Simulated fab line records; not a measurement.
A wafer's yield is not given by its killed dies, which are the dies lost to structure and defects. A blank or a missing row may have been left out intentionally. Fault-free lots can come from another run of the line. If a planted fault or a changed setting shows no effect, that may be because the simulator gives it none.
Split-lot study ; flow n5 finfet ; route with 1938 steps; 7 lots, 21 wafers read

## ABOUT THE SPLIT
At N5_FIN_CUT_EXPOSE_05 (exposes mask FIN CUT), the setting dose mj was moved away from the recipe's 45.75 on 8 of the 21 wafers read, by -5.6% to +4.1%. All remaining wafers had this setting at the recipe value.

## FROM THE SPLIT TO THE READING: what the file shows between them, 2 steps
- N5_FIN_CUT_PEB_06: peb time 60 s
- N5_FIN_CUT_DEVELOP_07: develop time 30 s

## THE READING
Shown in nm: cd nm at N5_FIN_CUT_CD_MEAS_08, with target cd 29.1 nm. On this fab line, fault-free wafers typically give 29.13 nm with a standard deviation of 0.25 nm.

wafer;tool, chamber at the split;dose mj as run;against the recipe;cd nm, nm;against lot-mates on the recipe
L075.1;euv scanner-01, 0;44.19;-3.4%;28.51;-0.28
L075.5;euv scanner-01, 0;45.75;recipe;28.79;-
L075.6;euv scanner-01, 0;44.19;-3.4%;28.23;-0.56
L076.1;euv scanner-02, 0;45.75;recipe;29.21;-
L076.2;euv scanner-02, 0;47.63;+4.1%;29.88;+0.76
L076.3;euv scanner-02, 0;45.75;recipe;29.02;-
L080.1;euv scanner-02, 0;47.17;+3.1%;29.98;+0.97
L080.3;euv scanner-02, 0;45.75;recipe;29.01;-
L080.5;euv scanner-02, 0;47.17;+3.1%;29.44;+0.43
L083.2;euv scanner-02, 0;45.75;recipe;28.80;-
L083.3;euv scanner-02, 0;45.75;recipe;28.50;-
L083.4;euv scanner-02, 0;45.75;recipe;28.92;-
L092.1;euv scanner-01, 0;45.75;recipe;29.32;-
L092.4;euv scanner-01, 0;43.44;-5.0%;28.10;-1.22
L092.5;euv scanner-01, 0;43.44;-5.0%;28.26;-1.06
L094.1;euv scanner-02, 0;43.2;-5.6%;28.55;-0.81
L094.2;euv scanner-02, 0;45.75;recipe;29.47;-
L094.4;euv scanner-02, 0;45.75;recipe;29.25;-
L096.1;euv scanner-01, 0;45.75;recipe;29.14;-
L096.2;euv scanner-01, 0;45.75;recipe;28.99;-
L096.3;euv scanner-01, 0;45.75;recipe;28.77;-

FIT RESULTS
A straight line over all 21 wafers: cd nm changes by +0.168 nm for each +1% of dose mj; r = +0.86; the points scatter about the line by 0.26 nm.
The same after taking each lot's own level away (the mean of its wafers on the recipe; 21 wafers): +0.189 nm for each +1%; r = +0.94; scatter 0.18 nm.
That fit puts the effect of the largest move of dose mj on the reading at 1.1 nm.
From 28.740 to 29.360 nm: that is the span of the lots' own levels, equal to 2.5 times the standard deviation above.
Hence the slope depends on the lot-to-lot level, as the two fits are not the same.
Check: -1.09 nm against its lot-mates is what the line predicts for one of the wafers moved furthest among these (-5.6%) when that wafer is left out of the fit. It came out at -0.81 nm against them.

## OTHER SPLITS APPLIED TO THESE WAFERS
These wafers also went through other splits before the reading. Each is held against what the fit with the lots' levels taken away leaves over:
other split on the same wafers;wafers away from the commonest value;r with cd nm (lot level and that fit taken away)
N5_WELL_APT_COAT_02 spin rpm;8;+0.45
N5_WELL_APT_PEB_06 peb temp c;5;+0.16
N5_FIN_SAQP_FIN_ETCH_36 icp w;7;-0.44

## THE WHOLE CHAIN: every reading that the file lists as answering this split, in the file's order
step;what it does;reading;change (the file's fit);r (the file's)
N5_FIN_CUT_CD_MEAS_08;target cd 29.1 nm;cd nm;+0.18 nm for each +1% of the setting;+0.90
N5_FIN_CUT_ETCH_30;etches underlayer in N2/H2, target depth 13 nm, time 10.4 s;FIN_CUT.cd offset nm (the simulator's own value, which no gauge read);+0.196 nm for each +1% of the setting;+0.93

## THE FILE'S OWN FIT
cd nm changes by +0.18 nm for each +1% of dose mj, r = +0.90.
